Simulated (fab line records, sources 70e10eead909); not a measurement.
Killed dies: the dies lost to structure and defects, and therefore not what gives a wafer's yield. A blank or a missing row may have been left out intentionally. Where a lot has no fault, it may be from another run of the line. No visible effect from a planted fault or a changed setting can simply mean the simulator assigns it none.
Matching of chambers ; flow nand_harc ; cmp-02 running NHARC_P_M2_CMP_23: 4 sister chambers
The step polishes, t overpolish 20 s, target thk 144.3 nm. 8 wafers are shown with their chamber, then 9 later ones without.

## WAFERS PAIRED WITH THEIR CHAMBERS
wafer;chamber;motor_current_A (A);time_to_endpoint_s (s)
L087.1;2;13.0;30.5
L088.3;3;12.2;31.6
L088.4;0;12.8;31.4
L089.5;1;12.0;31.0
L089.6;2;13.0;27.5
L091.2;1;11.2;36.0
L091.3;0;12.7;32.2
L091.6;3;12.6;33.7

## WAFERS WITH NO CHAMBER GIVEN
wafer;motor_current_A (A);time_to_endpoint_s (s)
L092.2;12.6;26.1
L092.3;11.8;30.7
L092.6;12.6;27.2
L096.1;12.6;30.7
L096.3;13.3;31.8
L096.4;11.6;33.6
L097.4;12.0;31.6
L097.5;11.9;32.0
L097.6;13.2;29.7

## CHAMBER TAKEN BY EACH
wafer;from the rows above;in truth
L092.2;can't be placed: 2 or 0 or 3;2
L092.3;can't be placed: 1 or 3 or 0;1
L092.6;can't be placed: 2 or 0 or 3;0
L096.1;can't be placed: 0 or 3 or 2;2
L096.3;can't be placed: 2 or 0 or 3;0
L096.4;1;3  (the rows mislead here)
L097.4;can't be placed: 3 or 1 or 0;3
L097.5;can't be placed: 1 or 3 or 0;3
L097.6;can't be placed: 2 or 0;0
Correct placement for 0 of the 9. These rows do not allow placing 8 (true chamber among the candidates in 8). Number placed wrongly: 1.
How it was worked out, from the rows above alone: a wafer's distance from a chamber is the root of the sum, over the readings, of the square of ((its reading less the chamber's mean) divided by the reading's scatter). The wafer belongs to the nearest chamber; if the next one is less than 2 further off, it can't be placed. For every chamber, the mean is computed from those of its wafers that are shown. The scatter: the root of (the sum of the squares of (reading less its chamber's mean) over the shown wafers, divided by (wafers less chambers)).
